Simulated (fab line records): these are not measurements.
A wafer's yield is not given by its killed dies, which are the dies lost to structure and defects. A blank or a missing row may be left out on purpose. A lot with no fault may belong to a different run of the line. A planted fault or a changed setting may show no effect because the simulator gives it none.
Struck lot and sound lot, side by side ; flow n5_finfet ; 14 steps out of a route of 1938
Sound: the wafers L235.2, L235.3, L235.4. Wafers L236.2, L236.4, L236.5 were the ones struck. The cause is given at the end.
For every step that has rows: the tool of each side, followed by ch and its chambers, followed by its first start. Under that, the readings that differ: sound wafers ; struck wafers ; difference of the means ; sigmas: that difference in standard deviations of wafers without a fault.
alike: readings with means less than 2 such deviations apart, plus words and numbers identical on both sides. not compared: withheld readings, readings lacking a value on some wafer, bounds such as >300 that could conceal the same value, and numbers that have no deviation in the record and whose values overlap.
A row with sigmas, a row that says differs or no value, or rows on one side alone: a step with any of these is where the two part. Non-overlapping numbers with no deviation appear without sigmas and do not part them. A reading that every wafer of one side lacks parts them only if that side has two wafers or more.

first, 3 steps without rows for these wafers: N5_BEOL_M14_STRIP_69 (strips in N2/H2); N5_BEOL_M14_TRENCH_ETCH_34 (etches SiO2 in C4F8/O2/Ar, target depth 556.65 nm, time 126.9 s); N5_BEOL_M14_STRIP_70 (strips in C4F8/O2/Ar).
N5_BEOL_M14_OCD_MEAS_35:
  struck on ocd-02, day 13 06:56; sound on ocd-01, day 12 13:31
  alike: trench_depth_nm
N5_BEOL_M14_STRIP_37: strips in O2.
  sound on rie_diel-04 ch 1,2,3, day 12 17:08; struck on rie_diel-06 ch 1,2, day 13 09:57
  alike: drypump_motor_current_A, oes_product_au, rf_vpp_V, showerhead_plenum_p_Torr, throttle_valve_pct
  not compared: rf_hours_counter_h
N5_BEOL_M14_ETCH_38: etches SiCN in CF4/N2, target depth 106.5 nm, time 120.6 s.
  sound on rie_diel-04 ch 1,2,3; struck on rie_diel-06 ch 1,2
  alike: drypump_motor_current_A, oes_product_au, rf_vpp_V, showerhead_plenum_p_Torr, throttle_valve_pct
  not compared: rf_hours_counter_h
then, 2 steps without rows for these wafers: N5_BEOL_M14_PRECLEAN_39 (cleans in residue remover, time 60 s); N5_BEOL_M14_SRD_40 (time 30 s, dry time 30 s).
N5_BEOL_M14_DEGAS_41: time 60 s.
  struck on pvd_sputter-02, day 13 10:26; sound on pvd_sputter-02, day 12 17:35
  alike: heater_power_w
N5_BEOL_M14_PRE_CLEAN_42: time 30 s.
  struck on pvd_sputter-02, day 13 10:29; sound on pvd_sputter-02, day 12 17:38
  alike: heater_power_w
N5_BEOL_M14_SPUTTER_43: material TaN, target thk 15 nm, time 24.19 s.
  struck on pvd_sputter-02, day 13 10:31; sound on pvd_sputter-02, day 12 17:40
  alike: cathode_dc_power_W, throttle_valve_pct
then, 1 step without rows for these wafers: N5_BEOL_M14_SPUTTER_44 (material Ta, target thk 15 nm, time 24.19 s).
N5_BEOL_M14_SPUTTER_45: material Cu, target thk 100 nm, time 16.67 s.
  struck on pvd_sputter-02, day 13 10:41; sound on pvd_sputter-02, day 12 17:50
reading;sound;struck;difference;sigmas
cathode_dc_power_W (W);26006 26004 25996;23751 23737 23732;-2262;-99 or more
  alike: throttle_valve_pct
then, 1 step without rows for these wafers: N5_BEOL_M14_ECD_47 (material Cu, target thk 1248 nm).

WHERE THEY PART
Only at N5_BEOL_M14_SPUTTER_45, as far as this record shows.

WHY: whatever the simulator had introduced
Drift in process parameters on pvd_sputter-02 at N5_BEOL_M14_SPUTTER_45, starting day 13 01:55. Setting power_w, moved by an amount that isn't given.
